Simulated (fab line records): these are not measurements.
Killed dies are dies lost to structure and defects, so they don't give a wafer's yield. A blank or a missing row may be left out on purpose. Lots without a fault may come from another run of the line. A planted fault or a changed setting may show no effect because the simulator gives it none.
Lot-split experiment :: flow n5-finfet :: on a route of 1938 steps: 7 lots, 21 wafers read

## THE SPLIT ITSELF
At N5_GATE_CUT_ALD_22 (deposits SiNx, target thk 16 nm, pulse time 1 s, ald cycles 320), the setting ald-cycles was moved away from the recipe's 320 on 6 of the 21 wafers read, by -14.7% to +12.5%. This setting was run at the recipe's value on the other wafers.

The reading comes from the split's own step.

## THE READING
SiNx_of_GATE_CUT_ALD_22.thk-nm (the simulator's own value, which no gauge read), in nm, at N5_GATE_CUT_ALD_22 (deposits SiNx, target thk 16 nm, pulse time 1 s, ald cycles 320). The file gives no usual value for it. Here, 15 wafers ran the recipe; their average is 16.0 nm with a standard deviation of 0.073 nm.

wafer: L074.3
tool, chamber at the split: ald-sin-04, 1,2,1
ald-cycles as run: 320
against the recipe: recipe
SiNx_of_GATE_CUT_ALD_22.thk-nm, nm: 16
against lot-mates on the recipe: -

wafer: L074.5
tool, chamber at the split: ald-sin-04, 1,2,1
ald-cycles as run: 320
against the recipe: recipe
SiNx_of_GATE_CUT_ALD_22.thk-nm, nm: 16
against lot-mates on the recipe: -

wafer: L074.6
tool, chamber at the split: ald-sin-04, 1,2,1
ald-cycles as run: 320
against the recipe: recipe
SiNx_of_GATE_CUT_ALD_22.thk-nm, nm: 16
against lot-mates on the recipe: -

wafer: L077.1
tool, chamber at the split: ald-sin-02, 1
ald-cycles as run: 360
against the recipe: +12.5%
SiNx_of_GATE_CUT_ALD_22.thk-nm, nm: 18
against lot-mates on the recipe: +2.1

wafer: L077.2
tool, chamber at the split: ald-sin-02, 2
ald-cycles as run: 320
against the recipe: recipe
SiNx_of_GATE_CUT_ALD_22.thk-nm, nm: 16
against lot-mates on the recipe: -

wafer: L077.3
tool, chamber at the split: ald-sin-02, 3
ald-cycles as run: 320
against the recipe: recipe
SiNx_of_GATE_CUT_ALD_22.thk-nm, nm: 15.8
against lot-mates on the recipe: -

wafer: L078.1
tool, chamber at the split: ald-sin-02, 3
ald-cycles as run: 273
against the recipe: -14.7%
SiNx_of_GATE_CUT_ALD_22.thk-nm, nm: 13.6
against lot-mates on the recipe: -2.4

wafer: L078.4
tool, chamber at the split: ald-sin-02, 1,2
ald-cycles as run: 320
against the recipe: recipe
SiNx_of_GATE_CUT_ALD_22.thk-nm, nm: 16
against lot-mates on the recipe: -

wafer: L078.5
tool, chamber at the split: ald-sin-02, 1,2
ald-cycles as run: 320
against the recipe: recipe
SiNx_of_GATE_CUT_ALD_22.thk-nm, nm: 16
against lot-mates on the recipe: -

wafer: L082.1
tool, chamber at the split: ald-sin-04, 2
ald-cycles as run: 277
against the recipe: -13.4%
SiNx_of_GATE_CUT_ALD_22.thk-nm, nm: 13.8
against lot-mates on the recipe: -2.2

wafer: L082.2
tool, chamber at the split: ald-sin-04, 1
ald-cycles as run: 320
against the recipe: recipe
SiNx_of_GATE_CUT_ALD_22.thk-nm, nm: 16
against lot-mates on the recipe: -

wafer: L082.6
tool, chamber at the split: ald-sin-04, 0
ald-cycles as run: 277
against the recipe: -13.4%
SiNx_of_GATE_CUT_ALD_22.thk-nm, nm: 14
against lot-mates on the recipe: -2.0

wafer: L084.2
tool, chamber at the split: ald-sin-03, 3,0
ald-cycles as run: 320
against the recipe: recipe
SiNx_of_GATE_CUT_ALD_22.thk-nm, nm: 16
against lot-mates on the recipe: -

wafer: L084.5
tool, chamber at the split: ald-sin-03, 3,0
ald-cycles as run: 320
against the recipe: recipe
SiNx_of_GATE_CUT_ALD_22.thk-nm, nm: 16
against lot-mates on the recipe: -

wafer: L084.4
tool, chamber at the split: ald-sin-03, 0
ald-cycles as run: 320
against the recipe: recipe
SiNx_of_GATE_CUT_ALD_22.thk-nm, nm: 16.2
against lot-mates on the recipe: -

wafer: L093.1
tool, chamber at the split: ald-sin-03, 0,1
ald-cycles as run: 278
against the recipe: -13.1%
SiNx_of_GATE_CUT_ALD_22.thk-nm, nm: 13.8
against lot-mates on the recipe: -2.2

wafer: L093.4
tool, chamber at the split: ald-sin-03, 0,1
ald-cycles as run: 278
against the recipe: -13.1%
SiNx_of_GATE_CUT_ALD_22.thk-nm, nm: 13.8
against lot-mates on the recipe: -2.2

wafer: L093.6
tool, chamber at the split: ald-sin-03, 2
ald-cycles as run: 320
against the recipe: recipe
SiNx_of_GATE_CUT_ALD_22.thk-nm, nm: 16
against lot-mates on the recipe: -

wafer: L094.2
tool, chamber at the split: ald-sin-03, 3,1,3
ald-cycles as run: 320
against the recipe: recipe
SiNx_of_GATE_CUT_ALD_22.thk-nm, nm: 16
against lot-mates on the recipe: -

wafer: L094.4
tool, chamber at the split: ald-sin-03, 3,1,3
ald-cycles as run: 320
against the recipe: recipe
SiNx_of_GATE_CUT_ALD_22.thk-nm, nm: 16
against lot-mates on the recipe: -

wafer: L094.5
tool, chamber at the split: ald-sin-03, 3,1,3
ald-cycles as run: 320
against the recipe: recipe
SiNx_of_GATE_CUT_ALD_22.thk-nm, nm: 16
against lot-mates on the recipe: -
Rows listing several chambers each stand for several wafers; the file does not say which wafer went through which chamber.

FIT RESULTS
A straight line over all 21 wafers: SiNx_of_GATE_CUT_ALD_22.thk-nm changes by +0.162 nm for each +1% of ald-cycles; r = +1.00; the points scatter about the line by 0.081 nm.
The same after taking each lot's own level away (the mean of its wafers on the recipe; 21 wafers): +0.163 nm for each +1%; r = +1.00; scatter 0.07 nm.
According to that fit, moving ald-cycles by its largest amount changes the reading by 2.4 nm.
The span of the lots' own levels, 15.90 to 16.07 nm, comes to 2.3 times the standard deviation stated above.
Consequently the slope shifts little with the lot-to-lot level, the two slopes agreeing.
Check: with one of the wafers moved furthest among these (-14.7%) left out of the fit, the line predicts -2.39 nm for it against its lot-mates. It came out at -2.4 nm against them.

## FURTHER SPLITS ON THESE WAFERS
These wafers also went through other splits before the reading. Each is held against what the fit with the lots' levels taken away leaves over:
other split on the same wafers: N5_WELL_APT_PEB_06 peb-time-s
wafers away from the commonest value: 8
r with SiNx_of_GATE_CUT_ALD_22.thk-nm (lot level and that fit taken away): -0.26

other split on the same wafers: N5_WELL_APT_DESCUM_13 time-s
wafers away from the commonest value: 5
r with SiNx_of_GATE_CUT_ALD_22.thk-nm (lot level and that fit taken away): -0.21

other split on the same wafers: N5_WELL_APT_PEB_23 peb-temp-c
wafers away from the commonest value: 9
r with SiNx_of_GATE_CUT_ALD_22.thk-nm (lot level and that fit taken away): -0.03

other split on the same wafers: N5_FIN_SAQP_COAT_68 spin-rpm
wafers away from the commonest value: 5
r with SiNx_of_GATE_CUT_ALD_22.thk-nm (lot level and that fit taken away): +0.22

other split on the same wafers: N5_STI_FIN_REVEAL_ETCHBACK_08 time-s
wafers away from the commonest value: 7
r with SiNx_of_GATE_CUT_ALD_22.thk-nm (lot level and that fit taken away): -0.18

other split on the same wafers: N5_STI_FIN_REVEAL_OXIDATION_31 time-s
wafers away from the commonest value: 2
r with SiNx_of_GATE_CUT_ALD_22.thk-nm (lot level and that fit taken away): -0.12

other split on the same wafers: N5_SD_EPI_N_ETCH_35 source-w
wafers away from the commonest value: 4
r with SiNx_of_GATE_CUT_ALD_22.thk-nm (lot level and that fit taken away): +0.20

other split on the same wafers: N5_SDB_COAT_03 spin-rpm
wafers away from the commonest value: 7
r with SiNx_of_GATE_CUT_ALD_22.thk-nm (lot level and that fit taken away): -0.21

other split on the same wafers: N5_HKMG_FIN_ETCH_58 source-w
wafers away from the commonest value: 7
r with SiNx_of_GATE_CUT_ALD_22.thk-nm (lot level and that fit taken away): -0.25

## FILE'S OWN FIT
SiNx_of_GATE_CUT_ALD_22.thk-nm changes by +0.164 nm for each +1% of ald-cycles, r = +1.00.
